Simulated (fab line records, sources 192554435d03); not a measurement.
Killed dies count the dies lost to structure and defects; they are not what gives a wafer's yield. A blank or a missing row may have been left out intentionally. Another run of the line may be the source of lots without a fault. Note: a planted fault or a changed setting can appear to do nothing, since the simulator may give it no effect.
Lot-split experiment ; flow n5 finfet ; on a route of 1938 steps: 7 lots, 21 wafers read

== SPLIT DETAILS ==
At N5_SD_EPI_N_EPI_21 (deposits Si:P, time 690 s), the setting time s was moved away from the recipe's 690 s on 3 of the 21 wafers read, by +8.0% to +18.6%. The other wafers ran this setting at the recipe's value.

== FROM THE SPLIT TO THE READING: what the file shows between them, 9 steps ==
- N5_SD_EPI_N_EPI_MEAS_23
- N5_SD_EPI_N_PRECLEAN_24: cleans in O3/DIW, time 60 s
- N5_SD_EPI_N_SRD_25: time 30 s
- N5_SD_EPI_P_EPI_21: deposits SiGe:B, time 355 s
- N5_SD_EPI_P_HM_STRIP_48: strips SiNx in H3PO4, material SiNx, target depth 3 nm
- N5_SD_EPI_P_SRD_49: time 30 s
- N5_SD_EPI_P_PRECLEAN_24: cleans in O3/DIW, time 45 s
- N5_SD_ACTIVATION_RTA_00: time 0 s
- N5_SD_ACTIVATION_LSA_01: time 0.0008 s

== THE READING ==
Measured at N5_SD_ACTIVATION_RS_MEAS_03 by four-point probe: RS_SD_N, in ohm/sq. Typical for fault-free wafers on this fab line: 21.88 ohm/sq, with standard deviation 0.29 ohm/sq.

wafer;tool, chamber at the split;time s as run, s;against the recipe;RS_SD_N, ohm/sq;against lot-mates on the recipe
L075.2;epi rpcvd-02, 0;812.5;+17.8%;20.12;-2.04
L075.3;epi rpcvd-02, 0;690;recipe;22.08;-
L075.5;epi rpcvd-02, 0;690;recipe;22.25;-
L077.1;epi rpcvd-02, 0;690;recipe;21.49;-
L077.2;epi rpcvd-02, 0;690;recipe;21.63;-
L077.3;epi rpcvd-02, 0;690;recipe;21.57;-
L081.3;epi rpcvd-04, 0;690;recipe;21.85;-
L081.5;epi rpcvd-04, 0;690;recipe;21.77;-
L081.6;epi rpcvd-04, 0;690;recipe;21.90;-
L085.1;epi rpcvd-04, 0;818.2;+18.6%;19.58;-2.14
L085.3;epi rpcvd-04, 0;690;recipe;21.84;-
L085.4;epi rpcvd-04, 0;690;recipe;21.60;-
L090.2;epi rpcvd-04, 0;690;recipe;22.10;-
L090.4;epi rpcvd-04, 0;690;recipe;22.19;-
L090.6;epi rpcvd-04, 0;690;recipe;22.22;-
L092.1;epi rpcvd-03, 0;690;recipe;22.03;-
L092.4;epi rpcvd-03, 0;745.4;+8.0%;20.77;-1.30
L092.6;epi rpcvd-03, 0;690;recipe;22.11;-
L097.1;epi rpcvd-04, 0;690;recipe;22.23;-
L097.2;epi rpcvd-04, 0;690;recipe;21.92;-
L097.3;epi rpcvd-04, 0;690;recipe;21.96;-

FIT RESULTS
A straight line over all 21 wafers: RS_SD_N changes by -0.117 ohm/sq for each +1% of time s; r = -0.94; the points scatter about the line by 0.25 ohm/sq.
The same after taking each lot's own level away (the mean of its wafers on the recipe; 21 wafers): -0.119 ohm/sq for each +1%; r = -0.99; scatter 0.12 ohm/sq.
The reading moves by 2.2 ohm/sq for the largest change in time s, on that fit.
From 21.563 to 22.170 ohm/sq: that is the span of the lots' own levels, equal to 2.1 times the standard deviation above.
Hence the lot-to-lot level has little effect on the slope; both slopes agree.
Check: -2.29 ohm/sq against its lot-mates is what the line predicts for one of the wafers moved furthest among these (+18.6%) when that wafer is left out of the fit. It came out at -2.14 ohm/sq against them.

== FURTHER SPLITS ON THESE WAFERS ==
Note: prior to the reading, these wafers also went through further splits. Each is held against what the fit with the lots' levels taken away leaves over:
other split on the same wafers;wafers away from the commonest value;r with RS_SD_N (lot level and that fit taken away)
N5_DUMMY_GATE_EXPOSE_12 dose mj;9;+0.14
N5_SD_EPI_N_ETCH_45 target depth a;8;-0.24

== THE WHOLE CHAIN: every reading that the file lists as answering this split, in the file's order ==
step;what it does;reading;change (the file's fit);r (the file's)
N5_SD_EPI_N_EPI_21;deposits Si:P, time 690 s;Si-P_of_SD_EPI_N_EPI_21.thk nm (the simulator's own value, which no gauge read);+0.36 nm for each +1% of the setting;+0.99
N5_SD_EPI_N_EPI_MEAS_23;;thk nm;withheld for each +1% of the setting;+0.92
N5_SD_EPI_P_HM_STRIP_48;strips SiNx in H3PO4, material SiNx, target depth 3 nm;Si-P_of_SD_EPI_N_EPI_21.thk nm (the simulator's own value, which no gauge read);+0.35 nm for each +1% of the setting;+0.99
N5_SD_ACTIVATION_RS_MEAS_03;measures by four-point-probe;RS_SD_N;-0.119 for each +1% of the setting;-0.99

== FILE'S OWN FIT ==
RS_SD_N changes by -0.119 ohm/sq for each +1% of time s, r = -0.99.
